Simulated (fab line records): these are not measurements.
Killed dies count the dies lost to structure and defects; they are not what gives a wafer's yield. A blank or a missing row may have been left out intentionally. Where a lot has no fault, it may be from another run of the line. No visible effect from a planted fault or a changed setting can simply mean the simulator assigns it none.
Split-lot experiment / flow n5-finfet / 21 wafers read across 7 lots, on a route 1938 steps long

## SPLIT DETAILS
At N5_HKMG_FIN_EXPOSE_09 (exposes mask NWFM), the setting dose-mj was moved away from the recipe's 39.25 on 8 of the 21 wafers read, by -7.3% to +6.8%. The other wafers ran this setting at the recipe's value.

## FROM SPLIT TO READING: 1 step shown by the file between the two
- N5_HKMG_FIN_DEVELOP_11: develop time 30 s (also split here: develop-time-s)

## THE READING
At N5_HKMG_FIN_CD_MEAS_12: cd-nm in nanometres, against a target cd of 92.8 nm. Fault-free wafers of this fab line usually give 92.9 nm, standard deviation 0.69 nm.

wafer=L075.2; tool, chamber at the split=arfi-scanner-02, 0; dose-mj as run=39.25; against the recipe=recipe; cd-nm, nm=93.5; against lot-mates on the recipe=-
wafer=L075.4; tool, chamber at the split=arfi-scanner-02, 0; dose-mj as run=40.12; against the recipe=+2.2%; cd-nm, nm=94.4; against lot-mates on the recipe=+0.9
wafer=L075.6; tool, chamber at the split=arfi-scanner-02, 0; dose-mj as run=40.12; against the recipe=+2.2%; cd-nm, nm=93.9; against lot-mates on the recipe=+0.4
wafer=L085.2; tool, chamber at the split=arfi-scanner-02, 0; dose-mj as run=39.25; against the recipe=recipe; cd-nm, nm=93.6; against lot-mates on the recipe=-
wafer=L085.3; tool, chamber at the split=arfi-scanner-02, 0; dose-mj as run=40.12; against the recipe=+2.2%; cd-nm, nm=95.8; against lot-mates on the recipe=+2.1
wafer=L085.5; tool, chamber at the split=arfi-scanner-02, 0; dose-mj as run=39.25; against the recipe=recipe; cd-nm, nm=93.7; against lot-mates on the recipe=-
wafer=L087.1; tool, chamber at the split=arfi-scanner-01, 0; dose-mj as run=39.25; against the recipe=recipe; cd-nm, nm=92.9; against lot-mates on the recipe=-
wafer=L087.2; tool, chamber at the split=arfi-scanner-01, 0; dose-mj as run=39.25; against the recipe=recipe; cd-nm, nm=93.5; against lot-mates on the recipe=-
wafer=L087.3; tool, chamber at the split=arfi-scanner-01, 0; dose-mj as run=36.83; against the recipe=-6.2%; cd-nm, nm=89.1; against lot-mates on the recipe=-4.1
wafer=L092.2; tool, chamber at the split=arfi-scanner-02, 0; dose-mj as run=39.25; against the recipe=recipe; cd-nm, nm=93.2; against lot-mates on the recipe=-
wafer=L092.5; tool, chamber at the split=arfi-scanner-02, 0; dose-mj as run=39.25; against the recipe=recipe; cd-nm, nm=94.8; against lot-mates on the recipe=-
wafer=L092.6; tool, chamber at the split=arfi-scanner-02, 0; dose-mj as run=41.32; against the recipe=+5.3%; cd-nm, nm=97.4; against lot-mates on the recipe=+3.4
wafer=L093.1; tool, chamber at the split=arfi-scanner-02, 0; dose-mj as run=39.25; against the recipe=recipe; cd-nm, nm=93.5; against lot-mates on the recipe=-
wafer=L093.4; tool, chamber at the split=arfi-scanner-02, 0; dose-mj as run=36.39; against the recipe=-7.3%; cd-nm, nm=87.6; against lot-mates on the recipe=-5.9
wafer=L093.6; tool, chamber at the split=arfi-scanner-02, 0; dose-mj as run=36.39; against the recipe=-7.3%; cd-nm, nm=87.1; against lot-mates on the recipe=-6.4
wafer=L094.2; tool, chamber at the split=arfi-scanner-03, 0; dose-mj as run=39.25; against the recipe=recipe; cd-nm, nm=93.3; against lot-mates on the recipe=-
wafer=L094.4; tool, chamber at the split=arfi-scanner-03, 0; dose-mj as run=39.25; against the recipe=recipe; cd-nm, nm=93.5; against lot-mates on the recipe=-
wafer=L094.6; tool, chamber at the split=arfi-scanner-03, 0; dose-mj as run=39.25; against the recipe=recipe; cd-nm, nm=92.6; against lot-mates on the recipe=-
wafer=L097.1; tool, chamber at the split=arfi-scanner-03, 0; dose-mj as run=39.25; against the recipe=recipe; cd-nm, nm=92.5; against lot-mates on the recipe=-
wafer=L097.2; tool, chamber at the split=arfi-scanner-03, 0; dose-mj as run=39.25; against the recipe=recipe; cd-nm, nm=92.7; against lot-mates on the recipe=-
wafer=L097.4; tool, chamber at the split=arfi-scanner-03, 0; dose-mj as run=41.92; against the recipe=+6.8%; cd-nm, nm=97.0; against lot-mates on the recipe=+4.4

THE FIT
A straight line over all 21 wafers: cd-nm changes by +0.723 nm for each +1% of dose-mj; r = +0.97; the points scatter about the line by 0.68 nm.
The same after taking each lot's own level away (the mean of its wafers on the recipe; 21 wafers): +0.73 nm for each +1%; r = +0.98; scatter 0.55 nm.
The reading moves by 5.3 nm for the largest change in dose-mj, on that fit.
The lots' own levels span 92.60 to 94.00 nm, that is 2.0 times the standard deviation above.
Hence the lot-to-lot level has little effect on the slope; both slopes agree.
Check: -5.34 nm against its lot-mates is what the line predicts for one of the wafers moved furthest among these (-7.3%) when that wafer is left out of the fit. It came out at -5.9 nm against them.

## THESE WAFERS: OTHER SPLITS
These wafers also went through other splits before the reading. Each is held against what the fit with the lots' levels taken away leaves over:
other split on the same wafers=N5_ZERO_LAYER_PECVD_02 time-s; wafers away from the commonest value=5; r with cd-nm (lot level and that fit taken away)=-0.10
other split on the same wafers=N5_FIN_SAQP_COAT_10 spin-rpm; wafers away from the commonest value=7; r with cd-nm (lot level and that fit taken away)=-0.05
other split on the same wafers=N5_DUMMY_GATE_CVD_03 temp-c; wafers away from the commonest value=12; r with cd-nm (lot level and that fit taken away)=-0.24
other split on the same wafers=N5_DUMMY_GATE_COAT_28 spin-rpm; wafers away from the commonest value=5; r with cd-nm (lot level and that fit taken away)=+0.13
other split on the same wafers=N5_SD_EPI_N_PEB_07 peb-time-s; wafers away from the commonest value=9; r with cd-nm (lot level and that fit taken away)=+0.16
other split on the same wafers=N5_SDB_COAT_03 spin-rpm; wafers away from the commonest value=7; r with cd-nm (lot level and that fit taken away)=+0.24
other split on the same wafers=N5_HKMG_FIN_ETCH_58 bias-w; wafers away from the commonest value=7; r with cd-nm (lot level and that fit taken away)=-0.04
other split on the same wafers=N5_HKMG_FIN_CVD_62 temp-c; wafers away from the commonest value=5; r with cd-nm (lot level and that fit taken away)=+0.40
other split on the same wafers=N5_HKMG_FIN_DEVELOP_11 develop-time-s; wafers away from the commonest value=8; r with cd-nm (lot level and that fit taken away)=+0.47

## THE FILE'S OWN FIT
cd-nm changes by +0.71 nm for each +1% of dose-mj, r = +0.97.
